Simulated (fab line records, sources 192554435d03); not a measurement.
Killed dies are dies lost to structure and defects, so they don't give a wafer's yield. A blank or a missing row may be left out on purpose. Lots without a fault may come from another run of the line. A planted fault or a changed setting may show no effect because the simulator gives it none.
fab line records | flow n5_finfet
record lots=10 wafers=27 last_day=17
route steps=1938 shown BEOL_M4@1111 BEOL_M14@1760 PASSIVATION@1936
lots that met no fault: from a run of the same line without faults
start_h: hours from the record's first day to the start of the lot's first wafer shown | wait_h: hours since the lot's step before | " the same as in the row above | L1.1+2: a row that stands for several wafers | - no value, or no start given | * or withheld: withheld | < > ~ a bound
route shown NAME@n: a module of which the file shows steps, and the number in the route of the first | usual: mean/standard deviation of fault-free wafers | same: alike in all rows | chamber/n: place in a boat | sites: the reading at each site | _std_site: their standard deviation | _edge_site: outer sites' mean less inner sites' | radius_mm: how far each site lies from the wafer's centre | mask NAME#n: copy n | behind: the tool/chamber that last shaped the wafer | hold: why the lot was held/for how many hours/how that ended | device: the transistor (n, p or np) that didn't switch | end of line: the same wafers' tests at the end of the route | a step without rows: its recipe alone | killed: dies lost to structure and defects at the first sort, not the wafer's yield | map: a wafer's dies, x killed, . not, _ none there
set.NAME: the setting as run; set.NAME@STEP: as run at that earlier step | model.NAME: the simulator's own value behind a step, which no gauge read
steps of the route over a sample of lots; a table a step, a row a wafer
services: from which hour (start_h, from the record's first day; less than 0 if before it) a tool's chamber was out of use, for how many hours, and why
## steps
# step N5_BEOL_M4_RC_MEAS_101
# usual DIBL_N=36.3/1.6 DIBL_P=36.2/2 IOFF_N=0.160/0.028 IOFF_P=0.21/0.036 ION_N=677/11 ION_P=465/6.9 SS_N=71.5/0.55 SS_P=73.3/0.64 VT_N=250/3 VT_P=-250/3.5
# columns lot.wafer tool chamber start_h wait_h DIBL_N[mV/V] DIBL_P[mV/V] IOFF_N[nA/um] IOFF_P[nA/um] ION_N[uA/um] ION_P[uA/um] SS_N[mV/dec] SS_P[mV/dec] VT_N[mV] VT_P[mV]
L758.2 prober-01 0 193.52 0.2 37.0 35.5 0.146 0.23 678 464 71.7 72.9 249 -247
L758.3 " 0 " " 38.2 37.4 0.175 0.26 678 474 71.3 73.4 247 -245
L758.6 " 0 " " 39.1 37.2 0.185 0.27 683 467 72.3 73.3 247 -243
L762.3 prober-01 0 209.69 0.3 37.7 40.4 0.219 0.27 702 478 71.6 74.7 243 -248
L762.4 " 0 " " 35.0 36.8 0.160 0.20 675 459 71.2 72.7 250 -252
L762.5 " 0 " " 34.8 36.5 0.154 0.20 683 464 70.9 73.0 248 -249
L763.1 prober-01 0 222.86 0.0 34.8 33.0 0.131 0.20 651 456 71.4 72.0 253 -250
L763.3 " 0 " " 36.5 35.5 0.164 0.24 671 465 71.7 73.1 249 -245
L763.4 " 0 " " 34.3 33.7 0.126 0.21 648 454 70.7 73.1 254 -246
L768.1 prober-01 0 242.18 0.0 37.0 36.9 0.165 0.19 680 460 72.2 73.3 249 -254
L768.3 " 0 " " 36.2 37.5 0.169 0.20 685 469 71.6 73.2 251 -252
L768.6 " 0 " " 37.1 37.5 0.171 0.20 691 471 72.1 74.1 249 -256
L769.1 prober-01 0 245.65 0.0 37.1 37.1 0.172 0.22 685 467 71.9 73.7 251 -254
L769.5 " 0 " " 36.4 36.7 0.171 0.21 678 462 72.1 73.8 249 -251
L769.6 " 0 " " 37.3 37.1 0.188 0.21 676 463 71.7 73.6 249 -252
L770.3 prober-01 0 275.85 0.3 39.2 41.0 0.242 0.30 688 471 72.4 74.4 243 -245
L770.4 " 0 " " 36.6 37.4 0.177 0.23 682 470 72.3 73.9 247 -248
L770.5 " 0 " " 36.7 37.9 0.181 0.24 679 469 72.8 73.5 247 -246
L771.2 prober-01 0 277.53 0.2 35.6 35.3 0.145 0.19 679 464 71.6 72.9 250 -253
L771.5 " 0 " " 36.2 35.9 0.151 0.20 674 459 71.7 73.0 250 -252
L771.6 " 0 " " 33.8 34.1 0.119 0.16 669 461 70.7 71.9 253 -253
L775.2 prober-01 0 300.23 0.2 33.4 31.5 0.118 0.16 669 455 71.0 72.4 252 -255
L775.5 " 0 " " 32.2 30.3 0.107 0.15 668 461 69.9 72.7 255 -254
L776.4 prober-02 0 300.57 0.5 34.3 34.8 0.135 0.20 665 463 71.1 73.0 251 -249
L776.6 " 0 " " 34.5 34.4 0.128 0.18 665 462 70.9 73.1 253 -252
L777.3 prober-01 0 306.05 0.3 36.7 35.4 0.172 0.21 682 463 71.5 73.3 247 -250
L777.6 " 0 " " 35.5 34.4 0.151 0.20 684 465 71.0 73.7 246 -248
# step N5_BEOL_M14_DEGAS_41
# recipe ambient=vacuum temp_c=300 time_s=60
# usual heater_power_w=457/49
# columns lot.wafer tool chamber start_h wait_h heater_power_w
L758.2 pvd_sputter-03 - 276.83 0.1 532
L758.3 " - " " 450
L758.6 " - " " 451
L762.3 pvd_sputter-02 - 289.26 0.2 386
L762.4 " - " " 408
L762.5 " - " " 469
L763.1 pvd_sputter-02 - 301.11 0.3 469
L763.3 " - " " 390
L763.4 " - " " 399
L768.1 pvd_sputter-01 - 325.82 0.3 396
L768.3 " - " " 546
L768.6 " - " " 393
L769.1 pvd_sputter-01 - 329.37 0.3 544
L769.5 " - " " 403
L769.6 " - " " 495
L770.3 pvd_sputter-02 - 355.82 0.5 394
L770.4 " - " " 399
L770.5 " - " " 403
L771.2 pvd_sputter-01 - 357.67 0.5 432
L771.5 " - " " 423
L771.6 " - " " 553
L776.4 pvd_sputter-03 - 383.01 0.0 485
L776.6 " - " " 533
L775.2 pvd_sputter-02 - 383.38 0.4 428
L775.5 " - " " 468
L777.3 pvd_sputter-03 - 389.87 0.5 523
L777.6 " - " " 455
# step N5_BEOL_M14_PRE_CLEAN_42
# recipe gas=H2/He time_s=30 temp_c=300
# usual heater_power_w=457/48
# columns lot.wafer tool chamber start_h wait_h heater_power_w
L758.2 pvd_sputter-03 - 276.87 0.0 515
L758.3 " - " " 440
L758.6 " - " " 458
L762.3 pvd_sputter-02 - 289.30 0.0 392
L762.4 " - " " 392
L762.5 " - " " 461
L763.1 pvd_sputter-02 - 301.15 0.0 481
L763.3 " - " " 397
L763.4 " - " " 389
L768.1 pvd_sputter-01 - 325.86 0.0 395
L768.3 " - " " 545
L768.6 " - " " 403
L769.1 pvd_sputter-01 - 329.41 0.0 554
L769.5 " - " " 387
L769.6 " - " " 486
L770.3 pvd_sputter-02 - 355.87 0.0 402
L770.4 " - " " 401
L770.5 " - " " 402
L771.2 pvd_sputter-01 - 357.71 0.0 434
L771.5 " - " " 430
L771.6 " - " " 548
L776.4 pvd_sputter-03 - 383.05 0.0 485
L776.6 " - " " 524
L775.2 pvd_sputter-02 - 383.42 0.0 436
L775.5 " - " " 473
L777.3 pvd_sputter-03 - 389.91 0.0 524
L777.6 " - " " 448
# step N5_BEOL_M14_SPUTTER_44
# recipe material=Ta target_thk_a=150 temp_c=50 bias_v=80 power_w=15000 chamber_pressure_pa=0.07 time_s=24.19
# usual bias_v=79.9/0.76 cathode_dc_power_W=15000/2.8 chamber_pressure_pa=0.07/0.00015 throttle_valve_pct=30.2/0.93
# columns lot.wafer tool chamber start_h wait_h bias_v cathode_dc_power_W chamber_pressure_pa throttle_valve_pct
L758.2 pvd_sputter-03 - 276.99 0.0 79.5 14999 0.07004 31.5
L758.3 " - " " 80.3 15001 0.0701 30.0
L758.6 " - " " 79.2 15003 0.06999 30.2
L762.3 pvd_sputter-02 - 289.42 0.0 - - - -
L762.4 " - " " - - - -
L762.5 " - " " - - - -
L763.1 pvd_sputter-02 - 301.27 0.0 - - - -
L763.3 " - " " - - - -
L763.4 " - " " - - - -
L768.1 pvd_sputter-01 - 325.98 0.0 79.9 14994 0.07005 30.9
L768.3 " - " " 80.2 15000 0.06992 29.2
L768.6 " - " " 80.0 15002 0.07006 31.1
L769.1 pvd_sputter-01 - 329.53 0.0 79.4 15003 0.07014 29.3
L769.5 " - " " 81.5 15002 0.07004 31.1
L769.6 " - " " 78.6 14999 0.06982 32.1
L770.3 pvd_sputter-02 - 356.00 0.0 79.6 15004 0.0699 29.6
L770.4 " - " " 79.8 15008 0.07013 29.2
L770.5 " - " " 79.8 15001 0.06995 29.2
L771.2 pvd_sputter-01 - 357.83 0.0 80.3 14999 0.06986 30.6
L771.5 " - " " 79.2 15003 0.06974 30.7
L771.6 " - " " 79.3 14998 0.07022 29.4
L776.4 pvd_sputter-03 - 383.17 0.0 80.7 15002 0.06986 30.0
L776.6 " - " " 79.6 15002 0.07 31.8
L775.2 pvd_sputter-02 - 383.54 0.0 79.1 15001 0.06977 30.3
L775.5 " - " " 79.6 14997 0.07021 29.2
L777.3 pvd_sputter-03 - 390.03 0.0 79.9 15000 0.07017 31.4
L777.6 " - " " 80.5 14997 0.07032 30.2
# step N5_BEOL_M14_CMP_49
# recipe stop_on=SiO2 t_overpolish_s=5.2 down_force_psi=2 platen_rpm=80 clearing_platen_down_force_psi=2 clearing_platen_rpm=80 post_cmp_clean=cu_alkaline target_thk_nm=560 clearing_platen_pad_velocity_m_s=1.5917 pad_velocity_m_s=1.5917
# usual barrier_field_endpoint_s=11.49/0.25 motor_current_A=8.9/0.91
# columns lot.wafer tool chamber start_h wait_h barrier_field_endpoint_s motor_current_A
L758.3 cmp-02 3 277.67 0.2 11.27 7.6
L758.2 " 2 " " 11.61 8.7
L758.6 " 3 " " 11.38 7.4
L762.3 cmp-04 1 290.14 0.2 5.90 7.8
L762.4 " 3 " " 5.74 9.8
L762.5 " 0 " " 6.03 9.3
L763.4 cmp-01 0 302.40 0.1 5.67 10.1
L763.3 " 2 " " 5.51 8.7
L763.1 " 3 " " 5.64 8.9
L768.1 cmp-04 0 326.88 0.3 11.69 8.9
L768.3 " 1 " " 11.33 8.2
L768.6 " 3 " " 11.20 9.6
L769.1 cmp-02 2 330.42 0.3 11.49 8.3
L769.6 " 0 " " 11.48 7.5
L769.5 " 1 " " 11.15 9.8
L770.4 cmp-01 0 356.85 0.1 11.71 10.2
L770.3 " 2 " " 11.57 8.6
L770.5 " 1 " " 11.43 10.0
L771.2 cmp-02 3 359.00 0.3 11.40 7.8
L771.5 " 0 " " 11.66 7.4
L771.6 " 1 " " 10.80 9.5
L776.4 cmp-02 0 384.22 0.2 11.65 7.0
L776.6 " 2 " " 11.18 8.7
L775.2 cmp-01 1 384.45 0.3 11.65 9.8
L775.5 " 1 " " 11.57 9.6
L777.3 cmp-02 1 390.82 0.3 11.52 9.2
L777.6 " 3 " " 11.88 7.4
# step N5_BEOL_M14_RS_MEAS_54
# recipe thk_meas_gauge=four-point-probe reads=Cu_of_BEOL_M14_ECD_47+Ta_of_BEOL_M14_SPUTTER_44+TaN_of_BEOL_M14_SPUTTER_43
# usual M14_RS=0.0327/0.0009
# columns lot.wafer tool chamber start_h wait_h M14_RS[ohm/sq]
L758.2 film_metro-02 - 278.09 0.1 0.0335
L758.3 " - " " 0.0323
L758.6 " - " " 0.0321
L762.3 film_metro-02 - 290.53 0.1 0.0317
L762.4 " - " " 0.0305
L762.5 " - " " 0.0305
L763.1 film_metro-02 - 302.82 0.0 0.0318
L763.3 " - " " 0.0323
L763.4 " - " " 0.0330
L768.1 film_metro-01 - 327.23 0.0 0.0334
L768.3 " - " " 0.0332
L768.6 " - " " 0.0331
L769.1 film_metro-02 - 330.89 0.1 0.0332
L769.5 " - " " 0.0308
L769.6 " - " " 0.0340
L770.3 film_metro-02 - 357.28 0.1 0.0318
L770.4 " - " " 0.0319
L770.5 " - " " 0.0337
L771.2 film_metro-01 - 359.31 0.1 0.0325
L771.5 " - " " 0.0319
L771.6 " - " " 0.0335
L776.4 film_metro-02 - 384.56 0.1 0.0327
L776.6 " - " " 0.0329
L775.2 film_metro-02 - 384.86 0.1 0.0320
L775.5 " - " " 0.0332
L777.3 film_metro-02 - 391.17 0.1 0.0337
L777.6 " - " " 0.0337
# step N5_PASSIVATION_PROBE_49
# usual defect_limited_yield=91.2/1.5 killed_at_M0_to_M3=36/10 killed_at_M4_up=13/6 killed_at_contacts=11/5.2 killed_at_front_end=40/11 killed_at_other=3.1/2.9 killed_dies=104/17 killed_on_rim=14/3.6 killed_open=66/12 killed_short=34/7.7 sort_bin_5_function=5.1/0.91 sort_bin_6_memory=3.2/0.67 sort_bin_8_speed=0.00/0.0074 sort_n_pass=1076/17 sort_yield_pct=91.2/1.5
# same gross_dies=1180 killed_at_back_side=0 sort_bin_4_leakage[%]=0
# columns lot.wafer tool chamber start_h wait_h defect_limited_yield[%] killed_at_M0_to_M3 killed_at_M4_up killed_at_contacts killed_at_front_end killed_at_other killed_dies killed_on_rim killed_open killed_short sort_bin_5_function[%] sort_bin_6_memory[%] sort_bin_8_speed[%] sort_n_pass sort_yield_pct[%]
L758.2 prober-02 - 299.51 0.1 92.4 23 17 16 28 6 90 14 51 34 4.5 3.0 0 1090 92.4
L758.3 prober-02 - 299.56 0.1 91.7 34 21 10 32 1 98 11 60 35 5.5 2.6 0 1082 91.7
L758.6 prober-02 - 299.71 0.3 90.9 34 22 18 30 3 107 14 73 32 5.3 3.7 0 1073 90.9
L762.3 prober-01 - 310.75 0.1 79.7 34 129 21 50 5 239 53 77 42 15.5 4.2 0 941 79.7
L762.4 prober-01 - 310.80 0.2 82.9 43 112 17 26 4 202 64 60 34 13.7 3.0 0 978 82.9
L762.5 prober-01 - 310.85 0.2 82.9 31 115 18 34 4 202 62 61 20 12.8 3.1 0 978 82.9
L763.1 prober-02 - 327.20 0.1 81.4 33 138 11 34 4 220 71 64 35 14.8 3.5 0 960 81.4
L763.3 prober-02 - 327.30 0.2 82.6 37 122 6 38 2 205 68 58 35 14.1 3.0 0 975 82.6
L763.4 prober-02 - 327.35 0.3 83.4 41 121 7 27 0 196 46 63 19 13.9 2.5 0.08 983 83.3
L768.1 prober-02 - 352.91 0.7 91.5 35 13 17 34 1 100 13 68 32 5.1 3.3 0 1080 91.5
L768.3 prober-02 - 353.01 0.8 92.8 38 10 6 30 1 85 9 63 20 4.7 2.4 0 1095 92.8
L768.6 prober-02 - 353.16 0.9 90.9 29 18 11 45 4 107 9 72 35 5.7 3.3 0 1073 90.9
L769.1 prober-02 - 355.48 0.0 93.5 26 11 8 32 0 77 11 53 21 4.2 1.9 0 1103 93.5
L769.5 prober-02 - 355.68 0.2 92.4 34 12 10 34 0 90 14 60 29 4.7 2.6 0 1090 92.4
L769.6 prober-02 - 355.73 0.3 90.5 37 14 15 46 0 112 11 71 41 5.8 3.6 0 1068 90.5
L770.3 prober-01 - 378.28 0.1 93.4 34 4 7 32 1 78 12 56 20 2.9 3.6 0 1102 93.4
L770.4 prober-01 - 378.33 0.2 91.3 37 7 9 46 4 103 14 63 31 5.0 2.8 0 1077 91.3
L770.5 prober-01 - 378.38 0.2 89.4 53 13 15 42 2 125 20 62 55 5.9 3.9 0 1055 89.4
L771.2 prober-01 - 380.20 0.1 90.8 36 8 17 46 1 108 13 65 42 5.4 3.6 0 1072 90.8
L771.5 prober-01 - 380.35 0.2 91.9 36 8 9 42 1 96 17 69 25 4.7 3.1 0 1084 91.9
L771.6 prober-01 - 380.40 0.3 90.5 31 7 17 56 1 112 17 70 33 4.6 3.9 0 1068 90.5
L776.4 prober-02 - 403.17 0.2 90.8 33 33 7 36 0 109 11 77 31 5.1 4.1 0 1071 90.8
L776.6 prober-02 - 403.27 0.3 91.2 34 18 8 44 0 104 16 71 24 4.9 2.7 0 1076 91.2
L775.2 prober-01 - 403.92 0.1 88.7 38 25 20 50 0 133 18 91 38 7.0 4.0 0 1047 88.7
L775.5 prober-01 - 404.07 0.2 90.8 32 21 2 49 5 109 15 73 32 5.1 3.9 0 1071 90.8
L777.3 prober-02 - 417.38 0.1 93.0 26 14 2 39 2 83 12 48 34 3.9 2.8 0 1097 93.0
L777.6 prober-02 - 417.53 0.3 91.2 27 12 11 50 4 104 11 66 37 5.3 3.0 0 1076 91.2
# killed by level:class
L758.2 FIN_SAQP:geometric_particle:open=11 MOL_CONTACT_COAG:geometric_particle:open=8 MOL_CONTACT_COAG:geometric_particle:short=7 BEOL_M4:geometric_particle:open=7 BEOL_M3:geometric_particle:open=6 FIN_SAQP:geometric_particle:short=4 BEOL_M0_SAQP:geometric_particle:short=4 STARTING-WAFER:geometric_particle:open=4
L758.3 FIN_SAQP:geometric_particle:short=11 BEOL_M0_SAQP:geometric_particle:short=10 FIN_SAQP:geometric_particle:open=9 MOL_CONTACT_COAG:geometric_particle:open=9 BEOL_M0_SAQP:geometric_particle:open=9 BEOL_M1:geometric_particle:open=8 BEOL_M4:geometric_particle:open=5 BEOL_M6:geometric_particle:open=4
L758.6 MOL_CONTACT_COAG:geometric_particle:open=15 FIN_SAQP:geometric_particle:open=9 BEOL_M4:geometric_particle:open=7 BEOL_M0_SAQP:geometric_particle:short=6 BEOL_M1:geometric_particle:open=6 BEOL_M3:geometric_particle:open=6 BEOL_M0_SAQP:geometric_particle:open=5 BEOL_M4:geometric_particle:short=4
L762.3 BEOL_M14:area_sputter=117 FIN_SAQP:geometric_particle:short=25 MOL_CONTACT_COAG:geometric_particle:open=15 BEOL_M1:geometric_particle:open=12 FIN_SAQP:geometric_particle:open=7 STI_FIN_REVEAL:geometric_particle:open=7 BEOL_M3:geometric_particle:open=6 BEOL_M2:geometric_particle:open=5
L762.4 BEOL_M14:area_sputter=104 MOL_CONTACT_COAG:geometric_particle:open=13 BEOL_M0_SAQP:geometric_particle:short=12 BEOL_M0_SAQP:geometric_particle:open=12 GATE_CUT:geometric_particle:open=7 BEOL_M3:geometric_particle:open=7 BEOL_M1:geometric_particle:short=5 FIN_SAQP:geometric_particle:open=4
L762.5 BEOL_M14:area_sputter=103 MOL_CONTACT_COAG:geometric_particle:open=15 HKMG_FIN:area_etch=11 BEOL_M1:geometric_particle:open=7 BEOL_M0_SAQP:geometric_particle:open=6 BEOL_M3:geometric_particle:open=6 STI_FIN_REVEAL:geometric_particle:open=5 FIN_SAQP:geometric_particle:short=4
L763.1 BEOL_M14:area_sputter=119 STI_FIN_REVEAL:geometric_particle:open=16 MOL_CONTACT_COAG:geometric_particle:open=10 BEOL_M0_SAQP:geometric_particle:short=9 BEOL_M1:geometric_particle:open=7 BEOL_M0_SAQP:geometric_particle:open=5 BEOL_M2:geometric_particle:open=5 BEOL_M4:geometric_particle:open=5
L763.3 BEOL_M14:area_sputter=112 BEOL_M0_SAQP:geometric_particle:open=11 ILD0:geometric_particle:open=9 BEOL_M1:geometric_particle:open=9 BEOL_M0_SAQP:geometric_particle:short=7 DUMMY_GATE:geometric_particle:open=5 ILD0:geometric_particle:short=5 MOL_CONTACT_COAG:geometric_particle:open=5
L763.4 BEOL_M14:area_sputter=108 BEOL_M0_SAQP:geometric_particle:open=15 STI_FIN_REVEAL:geometric_particle:open=13 BEOL_M1:geometric_particle:open=6 MOL_CONTACT_COAG:geometric_particle:open=5 BEOL_M0_SAQP:geometric_particle:short=5 BEOL_M4:geometric_particle:open=5 BEOL_M2:geometric_particle:open=4
L768.1 MOL_CONTACT_COAG:geometric_particle:open=14 BEOL_M3:geometric_particle:open=11 BEOL_M2:geometric_particle:open=9 FIN_SAQP:geometric_particle:short=7 FIN_SAQP:geometric_particle:open=6 BEOL_M0:geometric_particle:open=5 STARTING-WAFER:geometric_particle:open=5 DUMMY_GATE:geometric_particle:open=4
L768.3 BEOL_M3:geometric_particle:open=12 BEOL_M0_SAQP:geometric_particle:open=8 STI_FIN_REVEAL:geometric_particle:open=6 MOL_CONTACT_COAG:geometric_particle:open=6 FIN_SAQP:geometric_particle:open=5 DUMMY_GATE:geometric_particle:open=5 BEOL_M2:geometric_particle:open=5 SPACER0:geometric_particle:open=4
L768.6 FIN_SAQP:geometric_particle:open=12 MOL_CONTACT_COAG:geometric_particle:open=9 BEOL_M3:geometric_particle:open=9 BEOL_M5:geometric_particle:open=7 FIN_SAQP:geometric_particle:short=6 DUMMY_GATE:geometric_particle:open=6 BEOL_M4:geometric_particle:open=6 GATE_CUT:geometric_particle:short=5
L769.1 STARTING-WAFER:geometric_particle:short=8 FIN_SAQP:geometric_particle:open=7 MOL_CONTACT_COAG:geometric_particle:open=7 STI_FIN_REVEAL:geometric_particle:open=5 BEOL_M0_SAQP:geometric_particle:open=5 BEOL_M4:geometric_particle:open=5 BEOL_M2:geometric_particle:open=4 BEOL_M3:geometric_particle:open=4
L769.5 BEOL_M0_SAQP:geometric_particle:open=10 FIN_SAQP:geometric_particle:open=9 MOL_CONTACT_COAG:geometric_particle:open=9 FIN_SAQP:geometric_particle:short=8 BEOL_M2:geometric_particle:short=6 BEOL_M4:geometric_particle:open=6 BEOL_M0_SAQP:geometric_particle:short=5 BEOL_M0:geometric_particle:open=5
L769.6 STI_FIN_REVEAL:geometric_particle:open=11 FIN_SAQP:geometric_particle:short=10 MOL_CONTACT_COAG:geometric_particle:open=9 BEOL_M2:geometric_particle:open=8 DUMMY_GATE:geometric_particle:open=7 BEOL_M1:geometric_particle:open=7 BEOL_M0_SAQP:geometric_particle:open=6 MOL_CONTACT_COAG:geometric_particle:short=6
L770.3 BEOL_M1:geometric_particle:open=11 FIN_SAQP:geometric_particle:open=6 DUMMY_GATE:geometric_particle:open=6 MOL_CONTACT_COAG:geometric_particle:open=6 BEOL_M0_SAQP:geometric_particle:short=6 BEOL_M0_SAQP:geometric_particle:open=6 BEOL_M3:geometric_particle:open=4 FIN_SAQP:geometric_particle:short=4
L770.4 BEOL_M0_SAQP:geometric_particle:short=10 BEOL_M0_SAQP:geometric_particle:open=10 MOL_CONTACT_COAG:geometric_particle:open=9 HKMG_FIN:area_etch=8 FIN_SAQP:geometric_particle:short=7 DUMMY_GATE:geometric_particle:open=7 FIN_SAQP:geometric_particle:open=6 GATE_CUT:geometric_particle:open=5
L770.5 BEOL_M0_SAQP:geometric_particle:short=24 BEOL_M0_SAQP:geometric_particle:open=17 MOL_CONTACT_COAG:geometric_particle:open=8 FIN_SAQP:geometric_particle:open=7 MOL_CONTACT_COAG:geometric_particle:short=7 BEOL_M4:geometric_particle:open=7 HKMG_FIN:area_etch=7 FIN_SAQP:geometric_particle:short=5
L771.2 MOL_CONTACT_COAG:geometric_particle:open=11 BEOL_M0_SAQP:geometric_particle:short=11 DUMMY_GATE:geometric_particle:open=10 FIN_SAQP:geometric_particle:short=9 GATE_CUT:geometric_particle:short=9 BEOL_M0_SAQP:geometric_particle:open=8 FIN_SAQP:geometric_particle:open=6 GATE_CUT:geometric_particle:open=6
L771.5 FIN_SAQP:geometric_particle:open=10 BEOL_M0_SAQP:geometric_particle:open=9 BEOL_M2:geometric_particle:open=9 MOL_CONTACT_COAG:geometric_particle:open=8 FIN_SAQP:geometric_particle:short=6 STI_FIN_REVEAL:geometric_particle:open=6 BEOL_M0:geometric_particle:open=5 STARTING-WAFER:geometric_particle:open=4
L771.6 MOL_CONTACT_COAG:geometric_particle:open=17 FIN_SAQP:geometric_particle:open=10 BEOL_M3:geometric_particle:open=10 STI_FIN_REVEAL:geometric_particle:open=8 GATE_CUT:geometric_particle:short=8 HKMG_FIN:area_etch=8 BEOL_M2:geometric_particle:open=7 GATE_CUT:geometric_particle:open=6
L776.4 BEOL_M4:geometric_particle:open=21 BEOL_M0_SAQP:geometric_particle:open=9 FIN_SAQP:geometric_particle:open=8 GATE_CUT:geometric_particle:short=6 BEOL_M1:geometric_particle:open=6 STI_FIN_REVEAL:geometric_particle:open=5 MOL_CONTACT_COAG:geometric_particle:open=5 BEOL_M2:geometric_particle:open=5
L776.6 FIN_SAQP:geometric_particle:open=14 BEOL_M3:geometric_particle:open=11 BEOL_M4:geometric_particle:open=10 HKMG_FIN:area_etch=9 MOL_CONTACT_COAG:geometric_particle:open=8 BEOL_M0_SAQP:geometric_particle:open=8 FIN_SAQP:geometric_particle:short=7 BEOL_M0_SAQP:geometric_particle:short=6
L775.2 FIN_SAQP:geometric_particle:open=13 BEOL_M4:geometric_particle:open=13 MOL_CONTACT_COAG:geometric_particle:open=12 BEOL_M1:geometric_particle:open=12 FIN_SAQP:geometric_particle:short=11 MOL_CONTACT_COAG:geometric_particle:short=7 BEOL_M0_SAQP:geometric_particle:open=6 SPACER0:geometric_particle:open=5
L775.5 FIN_SAQP:geometric_particle:open=19 FIN_SAQP:geometric_particle:short=12 BEOL_M0_SAQP:geometric_particle:open=9 BEOL_M4:geometric_particle:open=9 BEOL_M0_SAQP:geometric_particle:short=5 BEOL_M1:geometric_particle:open=5 BEOL_M4:geometric_particle:short=5 BEOL_M3:geometric_particle:open=4
L777.3 FIN_SAQP:geometric_particle:open=10 BEOL_M3:geometric_particle:open=8 FIN_SAQP:geometric_particle:short=7 BEOL_M0_SAQP:geometric_particle:open=7 BEOL_M4:geometric_particle:open=6 GATE_CUT:geometric_particle:short=5 BEOL_M0_SAQP:geometric_particle:short=5 SPACER0:geometric_particle:short=3
L777.6 FIN_SAQP:geometric_particle:short=16 FIN_SAQP:geometric_particle:open=14 BEOL_M3:geometric_particle:open=10 MOL_CONTACT_COAG:geometric_particle:open=9 STI_FIN_REVEAL:geometric_particle:open=7 BEOL_M0_SAQP:geometric_particle:open=7 BEOL_M4:geometric_particle:open=5 STARTING-WAFER:geometric_particle:open=3
## services
# columns tool chamber start_h hours kind
cmp-01 - 257.60 4.0 pm
cmp-01 - 261.60 - consumable_replace:conditioner
cmp-01 - 261.60 - consumable_replace:pad
pvd_sputter-01 - 265.60 4.9 repair
cmp-02 - 287.69 1.8 repair
cmp-01 - 294.79 0.3 repair
cmp-04 - 301.90 1.0 repair
cmp-02 - 305.39 3.3 repair
pvd_sputter-02 - 306.05 1.9 repair
cmp-04 - 309.92 4.0 pm
cmp-04 - 313.92 - consumable_replace:conditioner
cmp-04 - 313.92 - consumable_replace:pad
cmp-04 - 339.29 2.1 repair
cmp-02 - 340.86 5.7 pm
cmp-04 - 345.60 0.3 repair
pvd_sputter-03 - 352.94 1.0 repair
cmp-04 - 368.89 0.9 repair
cmp-01 - 370.50 3.1 repair
cmp-04 - 380.09 1.4 repair
## key
first_sign step=N5_BEOL_M14_SPUTTER_44 reading=tool_record direction=missing
effect step=N5_BEOL_M14_CMP_49 reading=barrier_field_endpoint_s direction=down sigmas=23 usual=11.49 struck=5.75
effect step=N5_PASSIVATION_PROBE_49 reading=killed_at_M4_up direction=up sigmas=18 usual=13 struck=123
more_kills_born_at N5_BEOL_M14_SPUTTER_44@pvd_sputter-02=670
met_at N5_BEOL_M14_SPUTTER_44
struck_lots L762,L763
baseline_loss step=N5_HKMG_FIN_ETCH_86 wafers=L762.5
not_acting_at N5_BEOL_M14_DEGAS_41,N5_BEOL_M14_PRE_CLEAN_42,N5_BEOL_M14_RS_MEAS_54
fault kind=skipped_step_whole tool=pvd_sputter-02 chamber=- onset_h=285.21 steps=N5_BEOL_M14_SPUTTER_44 scope=struck_lots_only
# baseline_loss: these wafers lose ten dies or more at that step, a loss of the line's own and not of a fault; the sort's usual values leave them out
